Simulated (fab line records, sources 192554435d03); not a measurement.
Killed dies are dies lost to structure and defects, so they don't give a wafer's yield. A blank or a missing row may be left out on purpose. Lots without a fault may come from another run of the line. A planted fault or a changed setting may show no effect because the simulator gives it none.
Chamber matching | flow n5_finfet | N5_GATE_CUT_STRIP_42 on rie_diel-06: 4 sister chambers
The step strips in O2. 4 wafers are shown with their chamber, then 9 later ones without.

WAFERS WITH THEIR CHAMBER
wafer  | chamber | showerhead_plenum_p_Torr (Torr)
L086.1 | 3       | 2.22
L088.2 | 0       | 2.05
L088.5 | 2       | 2.06
L088.6 | 1       | 2.11

WAFERS WITHOUT THEIR CHAMBER
wafer  | showerhead_plenum_p_Torr (Torr)
L093.1 | 2.21
L093.2 | 2.11
L093.3 | 2.04
L094.4 | 2.21
L094.5 | 2.21
L094.6 | 2.04
L097.4 | 2.21
L097.5 | 2.21
L097.6 | 2.06

WHICH CHAMBER EACH WENT THROUGH
wafer  | from the rows above     | in truth
L093.1 | 3                       | 3
L093.2 | 1                       | 1
L093.3 | can't be placed: 0 or 2 | 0
L094.4 | 3                       | 3
L094.5 | 3                       | 3
L094.6 | can't be placed: 0 or 2 | 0
L097.4 | 3                       | 3
L097.5 | 3                       | 3
L097.6 | can't be placed: 2 or 0 | 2
Placed correctly: 6 of 9. Can't be placed from these rows: 3 (the true chamber is among the candidates in 3). Placed wrongly: 0.
How it was worked out, from the rows above alone: a wafer's distance from a chamber is the root of the sum, over the readings, of the square of ((its reading less the chamber's mean) divided by the reading's scatter). The wafer belongs to the nearest chamber; if the next one is less than 2 further off, it can't be placed. A chamber's mean is the mean of its shown wafers. The scatter: with one shown wafer a chamber, the root of the mean of the squares of how far each hidden wafer lies from its nearest shown one.
